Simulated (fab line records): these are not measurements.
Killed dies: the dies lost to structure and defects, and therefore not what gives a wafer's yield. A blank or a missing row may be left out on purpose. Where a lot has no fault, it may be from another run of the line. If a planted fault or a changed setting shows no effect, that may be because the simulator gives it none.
Matching of chambers / flow nand-harc / 4 sister chambers for NHARC_A_CHANNEL_FILL_D1_ALD_02 on ald-hk-04
The step deposits SiO2, target thk 6 nm, pulse time 10 s, ald cycles 60. 4 wafers are shown with their chamber, then 7 later ones without.

WAFERS PAIRED WITH THEIR CHAMBERS
wafer=L316.2; chamber=0; heater-power-w (W)=439
wafer=L317.5; chamber=2; heater-power-w (W)=490
wafer=L317.6; chamber=3; heater-power-w (W)=544
wafer=L318.2; chamber=1; heater-power-w (W)=502

WAFERS WHOSE CHAMBER IS MISSING
wafer=L318.3; heater-power-w (W)=434
wafer=L329.1; heater-power-w (W)=499
wafer=L329.3; heater-power-w (W)=532
wafer=L329.4; heater-power-w (W)=439
wafer=L328.1; heater-power-w (W)=490
wafer=L328.2; heater-power-w (W)=545
wafer=L328.5; heater-power-w (W)=494

CHAMBER TAKEN BY EACH
wafer=L318.3; from the rows above=0; in truth=0
wafer=L329.1; from the rows above=can't be placed: 1 or 2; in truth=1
wafer=L329.3; from the rows above=3; in truth=3
wafer=L329.4; from the rows above=0; in truth=0
wafer=L328.1; from the rows above=2; in truth=2
wafer=L328.2; from the rows above=3; in truth=3
wafer=L328.5; from the rows above=can't be placed: 2 or 1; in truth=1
5 of 7 placed correctly. Unplaceable from these rows: 2, with the true chamber sitting among the candidates in 2. Wrongly placed: 0.
How it was worked out, from the rows above alone: a wafer's distance from a chamber is the root of the sum, over the readings, of the square of ((its reading less the chamber's mean) divided by the reading's scatter). If the next closest chamber is less than 2 further off than the closest, the wafer can't be placed; otherwise it belongs to the closest. For every chamber, the mean is computed from those of its wafers that are shown. The scatter (one wafer shown for each chamber): square how far every hidden wafer sits from the nearest shown wafer, average those squares and take the square root.
